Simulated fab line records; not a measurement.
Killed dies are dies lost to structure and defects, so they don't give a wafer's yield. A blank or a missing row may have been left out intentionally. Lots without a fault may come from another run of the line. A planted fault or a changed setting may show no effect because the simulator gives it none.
Chamber matching    flow nand harc    ald metal-04 running NHARC_A_WL_FILL_ALD_02: 4 sister chambers
The step deposits TiN, target thk 2 nm, pulse time 3 s, ald cycles 100. 14 wafers are shown with their chamber, then 7 later ones without.

## EACH WAFER AND ITS CHAMBER
wafer   chamber  heater power outer w (W)  heater power w (W)  precursor pulse height rel
L077.1  2        647                       1111                0.997
L077.2  0        740                       1168                0.997
L077.3  3        728                       1130                0.977
L078.4  2        674                       1083                1.007
L078.5  0        798                       1210                0.992
L078.6  1        637                       1023                0.990
L080.1  0        786                       1194                0.985
L080.4  3        741                       1159                0.991
L080.5  0        778                       1166                0.992
L083.3  2        670                       1111                1.032
L083.5  3        744                       1149                1.034
L083.6  0        785                       1179                0.985
L089.1  0        780                       1203                1.018
L089.2  2        662                       1106                1.028

SIGNATURES (averages over the wafers above)
reading                     chamber 0  chamber 1  chamber 2  chamber 3  scatter within a chamber
heater power outer w        777.83     637.00     663.25     737.67     15.9
heater power w              1186.67    1023.00    1102.75    1146.00    16.3
precursor pulse height rel  0.99483    0.99000    1.01600    1.00067    0.0183
Rule: a wafer's distance from a chamber is the root of the sum, over the readings, of the square of ((its reading less the chamber's mean) divided by the reading's scatter). The wafer belongs to the nearest chamber; if the next one is less than 2 further off, it can't be placed. How the scatter is found: for the shown wafers, subtract from each reading the mean of its chamber, square and add these, divide the total by (wafers less chambers), then take the root.

## WAFERS WHOSE CHAMBER IS MISSING
wafer   heater power outer w (W)  heater power w (W)  precursor pulse height rel
L089.6  638                       1016                1.018
L090.2  743                       1132                1.005
L090.4  776                       1183                1.025
L090.5  664                       1083                1.018
L093.2  754                       1175                0.973
L093.4  755                       1165                0.992
L093.6  752                       1181                0.999

## WHICH CHAMBER EACH WENT THROUGH
wafer   from the rows above      in truth
L089.6  1                        1
L090.2  3                        3
L090.4  can't be placed: 0 or 3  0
L090.5  2                        2
L093.2  can't be placed: 0 or 3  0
L093.4  can't be placed: 3 or 0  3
L093.6  can't be placed: 0 or 3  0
Placed correctly: 3 of 7. Unplaceable from these rows: 4, with the true chamber sitting among the candidates in 4. Placed wrongly: 0.
